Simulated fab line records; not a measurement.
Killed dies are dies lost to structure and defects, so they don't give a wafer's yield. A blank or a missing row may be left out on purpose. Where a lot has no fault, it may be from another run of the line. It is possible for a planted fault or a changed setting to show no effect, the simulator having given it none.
Matching of chambers / flow n5Finfet / rieDiel-03 running N5_BEOL_M3_STRIP_36: 4 sister chambers
The step strips in N2/H2. 4 wafers are shown with their chamber, then 8 later ones without.

WAFERS WITH THEIR CHAMBER
wafer=L085.1; chamber=1; showerheadPlenumPTorr (Torr)=2.59
wafer=L085.2; chamber=2; showerheadPlenumPTorr (Torr)=2.70
wafer=L090.5; chamber=3; showerheadPlenumPTorr (Torr)=2.70
wafer=L093.1; chamber=0; showerheadPlenumPTorr (Torr)=2.54

WAFERS WITHOUT THEIR CHAMBER
wafer=L093.5; showerheadPlenumPTorr (Torr)=2.70
wafer=L093.6; showerheadPlenumPTorr (Torr)=2.54
wafer=L095.2; showerheadPlenumPTorr (Torr)=2.58
wafer=L095.3; showerheadPlenumPTorr (Torr)=2.53
wafer=L095.5; showerheadPlenumPTorr (Torr)=2.69
wafer=L096.2; showerheadPlenumPTorr (Torr)=2.69
wafer=L096.3; showerheadPlenumPTorr (Torr)=2.69
wafer=L096.4; showerheadPlenumPTorr (Torr)=2.53

EACH ONE'S CHAMBER
wafer=L093.5; from the rows above=can't be placed: 2 or 3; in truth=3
wafer=L093.6; from the rows above=0; in truth=0
wafer=L095.2; from the rows above=1; in truth=1
wafer=L095.3; from the rows above=0; in truth=0
wafer=L095.5; from the rows above=can't be placed: 2 or 3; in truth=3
wafer=L096.2; from the rows above=can't be placed: 2 or 3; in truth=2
wafer=L096.3; from the rows above=can't be placed: 2 or 3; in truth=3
wafer=L096.4; from the rows above=0; in truth=0
4 of 8 placed correctly. Not placeable from these rows: 4 (in 4, the candidates include the true chamber). 0 placed wrongly.
How it was worked out, from the rows above alone: a wafer's distance from a chamber is the root of the sum, over the readings, of the square of ((its reading less the chamber's mean) divided by the reading's scatter). If the next closest chamber is less than 2 further off than the closest, the wafer can't be placed; otherwise it belongs to the closest. Each chamber's mean is taken over the wafers shown for it. The scatter (one wafer shown for each chamber): square how far every hidden wafer sits from the nearest shown wafer, average those squares and take the square root.
